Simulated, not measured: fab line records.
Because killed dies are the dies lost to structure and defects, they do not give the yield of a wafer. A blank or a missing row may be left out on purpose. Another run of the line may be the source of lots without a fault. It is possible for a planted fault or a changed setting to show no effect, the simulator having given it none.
fab line records	flow nand_harc	part 1 of 2: steps 1 to 41 of 42
record lots=6	wafers=18	last_day=33
route steps=1302 shown A_M1@1178 A_BONDPAD@1202 THIN_TSV@1244 END@1302
lots with no fault: from the same line, run without faults
start_h: start of the lot's first displayed wafer, in hours after the record's first day	wait_h: hours elapsed since this lot's preceding step	" unchanged from the row above	L1.1+2: several wafers, shown together as one row	- no value present, or no start provided	* or withheld: withheld	< > ~ a bound
route shown NAME@n: names a module that has steps shown in the file, with the first one's number in the route	usual: the fault-free wafers' mean and standard deviation	same: alike in all rows	chamber/n: place in a boat	sites: readings site by site	_std_site: the standard deviation of these	_edge_site: inner sites' mean taken away from outer sites' mean	radius_mm: for every site, how far away it sits from the centre of the wafer	mask NAME#n: copy n	behind: the tool/chamber that last shaped the wafer	hold: the reason the lot was held/the length of the hold in hours/how it ended	device: whichever transistor did not switch (one of n, p or np)	end of line: tests run on the same wafers once the route is complete	step lacking rows: just its recipe	killed: count of dies lost to structure and defects at first sort (not the wafer's yield)	map: a wafer's dies, x killed, . not, _ none there
set.NAME: the setting as run; set.NAME@STEP: as run at that earlier step	model.NAME: the simulator's own value behind a step, which no gauge read
a table for each step, a row for each wafer; lots at some steps of the route
services: from which hour (start_h, from the record's first day; less than 0 if before it) a tool's chamber was out of use, for how many hours, and why
## steps
# step NHARC_A_M1_DEVELOP_08
# recipe develop_time_s=35	dev_temp_c=23
# step NHARC_A_M1_CD_MEAS_09
# recipe target_cd_nm=120	landing_energy_ev=500
# usual cd_nm=120.0/0.49
lot.wafer	tool	chamber	start_h	wait_h	cd_nm
L615.2	cd_sem-03	0	622.36	-	119.5
L615.4	"	0	"	"	120.2
L615.6	"	0	"	"	120.8
L616.2	cd_sem-03	0	628.05	-	120.6
L616.3	"	0	"	"	120.4
L616.6	"	0	"	"	120.3
L621.2	cd_sem-01	0	650.80	-	120.4
L621.3	"	0	"	"	119.7
L621.5	"	0	"	"	119.2
L622.1	cd_sem-01	0	679.29	-	120.0
L622.2	"	0	"	"	119.9
L622.3	"	0	"	"	119.2
L627.1	cd_sem-01	0	741.60	-	119.6
L627.5	"	0	"	"	119.6
L627.6	"	0	"	"	119.3
L629.2	cd_sem-03	0	747.14	-	120.5
L629.4	"	0	"	"	120.1
L629.5	"	0	"	"	120.2
# step NHARC_A_M1_OVL_MEAS_10
# recipe pitch_nm=240
# usual overlay_x_nm=-0.4/0.78	overlay_y_nm=0.0/0.94
lot.wafer	tool	chamber	start_h	wait_h	overlay_x_nm	overlay_y_nm
L615.2	overlay-02	-	622.45	-	0.7	0.9
L615.4	"	-	"	"	1.0	0.7
L615.6	"	-	"	"	0.8	0.8
L616.2	overlay-02	-	628.14	-	-0.6	0.6
L616.3	"	-	"	"	-0.1	0.7
L616.6	"	-	"	"	0.0	0.5
L621.2	overlay-01	-	650.89	-	-0.8	-0.6
L621.3	"	-	"	"	-0.6	-0.7
L621.5	"	-	"	"	-0.8	-0.9
L622.1	overlay-02	-	679.37	-	-0.5	1.4
L622.2	"	-	"	"	0.0	1.6
L622.3	"	-	"	"	-0.6	1.5
L627.1	overlay-01	-	741.69	-	-1.4	1.1
L627.5	"	-	"	"	-1.2	0.8
L627.6	"	-	"	"	-1.3	0.3
L629.2	overlay-02	-	747.22	-	0.2	0.2
L629.4	"	-	"	"	0.4	0.1
L629.5	"	-	"	"	0.5	0.5
# step NHARC_A_M1_INSPECT_11
# usual raw_defect_count=96/36
lot.wafer	tool	chamber	start_h	wait_h	raw_defect_count
L615.2	defect_inspect-01	-	622.49	0.0	38
L615.4	"	-	"	"	37
L615.6	"	-	"	"	36
L616.2	defect_inspect-02	-	628.18	0.0	127
L616.3	"	-	"	"	131
L616.6	"	-	"	"	112
L621.2	defect_inspect-02	-	650.93	0.0	77
L621.3	"	-	"	"	65
L621.5	"	-	"	"	77
L622.1	defect_inspect-02	-	679.41	0.0	59
L622.2	"	-	"	"	53
L622.3	"	-	"	"	52
L627.1	defect_inspect-01	-	741.73	0.0	75
L627.5	"	-	"	"	89
L627.6	"	-	"	"	99
L629.2	defect_inspect-01	-	747.26	0.0	150
L629.4	"	-	"	"	126
L629.5	"	-	"	"	116
# step NHARC_A_M1_DESCUM_14
# recipe time_s=3	o2_flow_sccm=200	ar_flow_sccm=0	bias_power_w=0	chemistry=O2
# step NHARC_A_M1_ETCH_35
# recipe target_depth_a=400	overetch_a=120	time_s=43.94	ion_energy_ev=200	n2_flow_sccm=150	h2_flow_sccm=150	ar_flow_sccm=0	rf_w=400	bias_w=150	chemistry=N2/H2
# step NHARC_A_M1_ETCH_15
# recipe target_depth_a=1825	time_s=91.2	c4f8_flow_sccm=withheld	ar_flow_sccm=400	rf_w=600	bias_w=300	chemistry=C4F8/Ar
# step NHARC_A_M1_CD_MEAS_16
# usual cd_nm=120.2/0.69
lot.wafer	tool	chamber	start_h	wait_h	cd_nm
L615.2	cd_sem-01	-	622.85	-	120.1
L615.4	"	-	"	"	120.5
L615.6	"	-	"	"	120.0
L616.2	cd_sem-03	-	628.54	-	119.7
L616.3	"	-	"	"	120.8
L616.6	"	-	"	"	121.5
L621.2	cd_sem-02	-	651.29	-	120.7
L621.3	"	-	"	"	119.8
L621.5	"	-	"	"	119.4
L622.1	cd_sem-02	-	679.78	-	119.1
L622.2	"	-	"	"	120.1
L622.3	"	-	"	"	120.3
L627.1	cd_sem-01	-	742.14	-	120.0
L627.5	"	-	"	"	119.8
L627.6	"	-	"	"	119.8
L629.2	cd_sem-03	-	747.63	-	120.7
L629.4	"	-	"	"	120.5
L629.5	"	-	"	"	120.7
# step NHARC_A_M1_STRIP_18
# recipe power_w=1000	n2_flow_sccm=150	h2_flow_sccm=150	ar_flow_sccm=0	bias_w=0	chemistry=N2/H2
# usual drypump_motor_current_A=5.9/0.34	mfc_ar_sccm=0.007/0.0085	oes_product_au=1.000/0.0095	power_w=1000/3.3	rf_vpp_V=90.4/0.9	showerhead_plenum_p_Torr=1.99/0.066	throttle_valve_pct=14.171/0.01
lot.wafer	tool	chamber	start_h	wait_h	drypump_motor_current_A	mfc_ar_sccm	oes_product_au	power_w	rf_hours_counter_h	rf_vpp_V	showerhead_plenum_p_Torr	throttle_valve_pct
L615.2	rie_diel-01	1	622.93	0.1	5.3	0	0.997	1005	2.1	91.0	2.05	14.187
L615.4	"	2	"	"	6.1	0	1.002	994	2.2	90.1	1.89	14.182
L615.6	"	2	"	"	6.1	0	1.000	994	-	89.4	1.89	14.169
L616.2	rie_diel-01	1	628.61	0.1	5.3	0	1.001	1002	2.3	91.5	2.05	14.181
L616.3	"	2	"	"	6.1	0	1.006	999	2.3	89.1	1.89	14.165
L616.6	"	0	"	"	6.1	0.008	0.989	999	-	91.0	2.07	14.192
L621.2	rie_diel-01	3	651.36	0.1	6.0	0	0.998	999	2.0	90.2	2.03	14.198
L621.3	"	1	"	"	5.2	0	0.995	1003	4.0	92.3	2.05	14.173
L621.5	"	0	"	"	6.1	0.008	0.982	1004	-	90.4	2.07	14.172
L622.3	rie_diel-01	3	679.88	0.1	5.9	0	0.985	994	2.9	90.2	2.03	14.159
L622.1	"	0	"	"	6.1	0.008	0.994	997	4.7	91.9	2.07	14.167
L622.2	"	1	"	"	5.3	0	0.998	1000	4.9	90.0	2.05	14.166
L627.1	rie_diel-07	2	742.22	0.1	6.1	0	1.022	997	2.8	90.7	2.05	14.171
L627.5	"	2	"	"	6.1	0	1.026	1001	-	89.1	2.05	14.170
L627.6	"	1	"	"	5.9	0.027	1.016	1001	-	91.4	1.96	14.175
L629.2	rie_diel-06	1	747.70	0.1	5.5	0.012	0.997	998	7.1	90.5	1.99	14.161
L629.4	"	2	"	"	6.2	0	1.000	997	5.4	90.2	1.91	14.169
L629.5	"	1	"	"	5.5	0.012	1.002	995	-	89.6	1.99	14.189
# step NHARC_A_M1_ETCH_28
# recipe target_depth_a=300	over_etch_frac=0.3	time_s=72.99	ion_energy_ev=150	cf4_flow_sccm=50	n2_flow_sccm=100	ar_flow_sccm=150	rf_w=300	bias_w=100	chemistry=CF4/N2
# step NHARC_A_M1_STRIP_19
# recipe time_s=600	temp_c=30	chemistry=post_etch_residue_remover
# step NHARC_A_M1_DEGAS_29
# recipe temp_c=250	time_s=60
# step NHARC_A_M1_PRE_CLEAN_30
# recipe time_s=30	temp_c=280	gas=H2/He
# usual heater_power_w=417/34
lot.wafer	tool	chamber	start_h	wait_h	heater_power_w
L615.2	pvd_sputter-03	-	623.63	-	421
L615.4	"	-	"	"	415
L615.6	"	-	"	"	424
L616.3	pvd_sputter-01	-	629.37	-	446
L616.2	"	-	"	"	428
L616.6	"	-	"	"	446
L621.2	pvd_sputter-01	-	652.08	-	339
L621.3	"	-	"	"	452
L621.5	"	-	"	"	430
L622.2	pvd_sputter-01	-	680.55	-	342
L622.3	"	-	"	"	442
L622.1	"	-	"	"	444
L627.1	pvd_sputter-02	-	742.98	-	454
L627.6	"	-	"	"	459
L627.5	"	-	"	"	451
L629.4	pvd_sputter-03	-	748.41	-	394
L629.2	"	-	"	"	418
L629.5	"	-	"	"	427
# step NHARC_A_M1_PVD_20
# recipe target_thk_a=50	bias_v=168.6	power_w=15000	chamber_pressure_pa=0.12	time_s=8.06	substrate_temp_c=50	material=TaN
# step NHARC_A_M1_PVD_21
# recipe target_thk_a=300	chamber_pressure_pa=5	power_w=5000	substrate_temp_c=30	time_s=20.49	material=Cu
# usual throttle_valve_pct=30.2/1.1
lot.wafer	tool	chamber	start_h	wait_h	throttle_valve_pct
L615.4	pvd_sputter-03	-	-	-	30.1
L615.2	"	-	"	"	28.9
L615.6	"	-	"	"	30.1
L616.3	pvd_sputter-01	-	-	-	31.3
L616.2	"	-	"	"	29.8
L616.6	"	-	"	"	30.3
L621.3	pvd_sputter-01	-	-	-	30.3
L621.2	"	-	"	"	31.3
L621.5	"	-	"	"	30.0
L622.1	pvd_sputter-01	-	-	-	29.6
L622.2	"	-	"	"	29.9
L622.3	"	-	"	"	31.2
L627.1	pvd_sputter-02	-	-	-	31.4
L627.5	"	-	"	"	30.3
L627.6	"	-	"	"	31.1
L629.2	pvd_sputter-03	-	-	-	30.1
L629.4	"	-	"	"	29.3
L629.5	"	-	"	"	28.7
# step NHARC_A_M1_ECD_22
# recipe target_thk_a=4000	bath_temp_c=25	material=Cu
# step NHARC_A_M1_ANNEAL_31
# recipe temp_c=225	time_s=90
# step NHARC_A_M1_CMP_23
# recipe t_overpolish_s=20	target_thk_nm=154.34
# step NHARC_A_M1_THK_MEAS_24
# recipe thk_meas_gauge=xrf
# usual thk_nm=154.3/1.4
lot.wafer	tool	chamber	start_h	wait_h	thk_nm
L615.2	film_metro-02	-	624.97	-	152.7
L615.4	"	-	"	"	155.3
L615.6	"	-	"	"	154.4
L616.2	film_metro-01	-	630.74	-	155.3
L616.3	"	-	"	"	155.9
L616.6	"	-	"	"	156.1
L621.2	film_metro-02	-	653.44	-	153.0
L621.3	"	-	"	"	153.4
L621.5	"	-	"	"	153.9
L622.1	film_metro-01	-	681.88	-	154.8
L622.2	"	-	"	"	158.2
L622.3	"	-	"	"	153.9
L627.1	film_metro-01	-	744.32	-	153.8
L627.5	"	-	"	"	152.3
L627.6	"	-	"	"	156.9
L629.2	film_metro-02	-	749.73	-	154.3
L629.4	"	-	"	"	155.8
L629.5	"	-	"	"	155.2
# step NHARC_A_M1_SRD_25
# step NHARC_A_M1_PRE_CLEAN_32
# recipe time_s=12	temp_c=370	rf_power_w=300	gas=NH3
# usual heater_power_w=656/100
lot.wafer	tool	chamber	start_h	wait_h	heater_power_w
L615.2	pecvd-04	1	625.26	0.1	592
L615.6	"	0	"	"	809
L615.4	"	1	"	"	589
L616.3	pecvd-01	0	630.97	0.1	545
L616.2	"	1	"	"	849
L616.6	"	2	"	"	587
L621.2	pecvd-04	0	653.66	0.1	831
L621.3	"	2	"	"	632
L621.5	"	2	"	"	639
L622.3	pecvd-03	0	682.10	0.1	665
L622.2	"	1	"	"	828
L622.1	"	2	"	"	501
L627.1	pecvd-01	1	744.56	0.1	732
L627.5	"	1	"	"	732
L627.6	"	2	"	"	540
L629.2	pecvd-01	2	749.98	0.1	539
L629.5	"	1	"	"	697
L629.4	"	2	"	"	563
# step NHARC_A_M1_DEP_33
# recipe target_thk_a=300	temp_c=370	target_thk_nm=30	pressure_torr=3	flow_sccm=200	rf_w=450	material=SiCN
# step NHARC_A_BONDPAD_DEP_00
# recipe target_thk_a=2500	temp_c=370	target_thk_nm=250	pressure_torr=3	flow_sccm=200	rf_w=450	material=SiCN
# usual heater_power_w=584/100	showerhead_vpp_V=1322/55
lot.wafer	tool	chamber	start_h	wait_h	heater_power_w	showerhead_vpp_V
L615.2	pecvd-03	2	625.86	-	553	1392
L615.4	"	2	"	"	544	1366
L615.6	"	1	"	"	685	1317
L616.2	pecvd-02	2	631.65	-	502	1300
L616.3	"	0	"	"	616	1417
L616.6	"	0	"	"	623	1403
L621.2	pecvd-03	0	654.34	-	683	1434
L621.3	"	1	"	"	753	1329
L621.5	"	2	"	"	538	1383
L622.3	pecvd-03	2	-	-	532	1371
L622.2	"	0	"	"	587	1439
L622.1	"	1	"	"	750	1329
L627.1	pecvd-02	0	745.18	-	644	1422
L627.6	"	0	"	"	666	1399
L627.5	"	1	"	"	541	1301
L629.2	pecvd-01	0	-	-	567	1262
L629.4	"	1	"	"	741	1321
L629.5	"	2	"	"	499	1276
# step NHARC_A_BONDPAD_CMP_29
# recipe target_thk_nm=200	material=SiCN
# step NHARC_A_BONDPAD_THK_MEAS_30
# recipe thk_meas_gauge=ellipsometry
# usual thk_nm=199.5/1.7
lot.wafer	tool	chamber	start_h	wait_h	thk_nm
L615.2	film_metro-02	-	626.52	0.2	200.2
L615.4	"	-	"	"	199.0
L615.6	"	-	"	"	199.2
L616.2	film_metro-01	-	632.26	0.2	200.3
L616.3	"	-	"	"	200.3
L616.6	"	-	"	"	200.6
L621.2	film_metro-01	-	654.94	0.2	196.9
L621.3	"	-	"	"	196.0
L621.5	"	-	"	"	197.2
L622.1	film_metro-01	-	683.38	0.2	202.7
L622.2	"	-	"	"	202.6
L622.3	"	-	"	"	198.1
L627.1	film_metro-01	-	745.97	0.2	200.4
L627.5	"	-	"	"	199.6
L627.6	"	-	"	"	197.3
L629.2	film_metro-02	-	751.25	0.2	199.3
L629.4	"	-	"	"	200.7
L629.5	"	-	"	"	200.4
# step NHARC_A_BONDPAD_SRD_31
# step NHARC_A_BONDPAD_DEHYDRATE_01
# recipe temp_c=150	time_s=120
# step NHARC_A_BONDPAD_HMDS_02
# recipe time_s=30
# step NHARC_A_BONDPAD_COAT_33
# recipe temp_c=200	time_s=65
# step NHARC_A_BONDPAD_COAT_03
# recipe spin_rpm=2000	resist_thk_nm=600
# step NHARC_A_BONDPAD_SOFTBAKE_04
# recipe temp_c=125	time_s=70
# step NHARC_A_BONDPAD_EBR_05
# step NHARC_A_BONDPAD_EXPOSE_06
# recipe na=0.55	dose_mj=36.99	mask_id=A_BPAD
# step NHARC_A_BONDPAD_PEB_07
# recipe peb_temp_c=128	peb_time_s=80
# step NHARC_A_BONDPAD_DEVELOP_08
# recipe time_s=50	dev_temp_c=22
# step NHARC_A_BONDPAD_CD_MEAS_09
# recipe target_cd_nm=500	landing_energy_ev=500
# usual cd_nm=500.0/1.6
lot.wafer	tool	chamber	start_h	wait_h	cd_nm
L615.2	cd_sem-01	0	627.09	-	501.8
L615.4	"	0	"	"	501.5
L615.6	"	0	"	"	498.4
L616.2	cd_sem-03	0	632.70	-	498.8
L616.3	"	0	"	"	497.5
L616.6	"	0	"	"	498.5
L621.2	cd_sem-02	0	655.51	-	499.6
L621.3	"	0	"	"	496.8
L621.5	"	0	"	"	499.0
L622.1	cd_sem-01	0	683.95	-	500.9
L622.2	"	0	"	"	499.1
L622.3	"	0	"	"	501.2
L627.1	cd_sem-02	0	746.54	-	499.8
L627.5	"	0	"	"	500.9
L627.6	"	0	"	"	499.9
L629.2	cd_sem-02	0	751.69	-	499.5
L629.4	"	0	"	"	498.4
L629.5	"	0	"	"	501.2
# step NHARC_A_BONDPAD_OVL_MEAS_35
# usual overlay_x_nm=0/5.4	overlay_y_nm=0/6
lot.wafer	tool	chamber	start_h	wait_h	overlay_x_nm	overlay_y_nm
L615.2	overlay-02	-	627.18	-	1	-4
L615.4	"	-	"	"	1	-4
L615.6	"	-	"	"	1	-4
L616.2	overlay-02	-	632.79	-	-4	2
L616.3	"	-	"	"	-4	2
L616.6	"	-	"	"	-4	2
L621.2	overlay-01	-	655.59	-	3	14
L621.3	"	-	"	"	3	14
L621.5	"	-	"	"	4	14
L622.1	overlay-01	-	684.03	-	-10	-7
L622.2	"	-	"	"	-10	-7
L622.3	"	-	"	"	-10	-7
L627.1	overlay-01	-	746.63	-	9	3
L627.5	"	-	"	"	10	3
L627.6	"	-	"	"	9	3
L629.2	overlay-02	-	751.78	-	2	4
L629.4	"	-	"	"	2	4
L629.5	"	-	"	"	2	4
# step NHARC_A_BONDPAD_HARDBAKE_10
# recipe temp_c=118	time_s=65
# step NHARC_A_BONDPAD_DESCUM_11
# recipe time_s=3	o2_flow_sccm=200	ar_flow_sccm=0	bias_power_w=0	chemistry=O2
# step NHARC_A_BONDPAD_ETCH_34
# recipe target_depth_a=600	overetch_a=180	time_s=65.91	ion_energy_ev=200	n2_flow_sccm=150	h2_flow_sccm=150	ar_flow_sccm=0	rf_w=400	bias_w=150	chemistry=N2/H2
# usual drypump_motor_current_A=5.6/0.33	mfc_ar_sccm=0.012/0.015	oes_product_au=1.002/0.0086	rf_vpp_V=431.7/2.3	showerhead_plenum_p_Torr=2.08/0.081	throttle_valve_pct=14.171/0.0093
lot.wafer	tool	chamber	start_h	wait_h	drypump_motor_current_A	mfc_ar_sccm	oes_product_au	rf_hours_counter_h	rf_vpp_V	showerhead_plenum_p_Torr	throttle_valve_pct
L615.4	rie_diel-02	0	627.39	0.1	5.2	0	0.996	26	430.7	2.03	14.169
L615.2	"	3	"	"	5.2	0	1.006	25	427.8	1.96	14.145
L615.6	"	0	"	"	5.2	0	1.015	-	430.4	2.03	14.173
L616.2	rie_diel-05	2	633.01	0.1	5.4	0.014	0.993	1	435.4	2.20	14.176
L616.3	"	1	"	"	5.2	0	1.001	1	433.4	2.11	14.156
L616.6	"	1	"	"	5.2	0	0.995	-	432.3	2.11	14.180
L621.3	rie_diel-05	1	655.82	0.1	5.2	0	1.006	2	431.7	2.11	14.185
L621.2	"	2	"	"	5.4	0.014	0.994	2	435.6	2.20	14.172
L621.5	"	0	"	"	5.5	0.038	1.009	-	433.8	2.13	14.166
L622.1	rie_diel-05	2	684.24	0.1	5.4	0.014	0.998	3	433.7	2.19	14.182
L622.2	"	3	"	"	6.0	0	0.999	3	430.1	2.02	14.163
L622.3	"	1	"	"	5.2	0	1.009	2	433.8	2.11	14.185
L627.1	rie_diel-05	3	746.85	0.1	5.9	0	0.993	5	430.6	2.02	14.172
L627.5	"	2	"	"	5.4	0.014	1.004	-	435.6	2.19	14.191
L627.6	"	3	"	"	6.0	0	0.994	-	429.0	2.02	14.156
L629.2	rie_diel-05	1	751.99	0.1	5.2	0	0.985	4	433.6	2.11	14.152
L629.4	"	0	"	"	5.5	0.038	1.018	5	433.1	2.12	14.173
L629.5	"	1	"	"	5.2	0	0.998	-	432.6	2.11	14.168
# step NHARC_THIN_TSV_GRIND_00
# recipe target_thk_um=6
# usual head_pressure_psi=4.002/0.009	motor_current_A=12.000/0.021
lot.wafer	tool	chamber	start_h	wait_h	hold	head_pressure_psi	motor_current_A
L615.2	grinder-01	0	639.80	0.3	-	3.988	11.984
L615.4	"	0	"	"	-	3.996	12.007
L615.6	"	0	"	"	-	4.001	12.004
L616.2	grinder-01	0	645.36	0.3	-	3.994	11.999
L616.3	"	0	"	"	-	3.999	12.011
L616.6	"	0	"	"	-	4.000	11.991
L621.2	grinder-01	0	671.77	4.5	await_dispo/4.2h/release	3.986	12.025
L621.3	"	0	"	"	await_dispo/4.2h/release	3.989	11.978
L621.5	"	0	"	"	await_dispo/4.2h/release	3.983	12.024
L622.1	grinder-01	0	697.57	3.0	await_dispo/2.8h/release	4.002	11.959
L622.2	"	0	"	"	await_dispo/2.8h/release	3.998	11.987
L622.3	"	0	"	"	await_dispo/2.8h/release	3.985	12.041
L627.1	grinder-01	0	759.50	0.1	-	4.002	11.992
L627.5	"	0	"	"	-	4.008	11.970
L627.6	"	0	"	"	-	4.005	11.988
L629.2	grinder-01	0	764.38	0.3	-	3.992	12.016
L629.4	"	0	"	"	-	3.994	11.986
L629.5	"	0	"	"	-	3.993	12.012
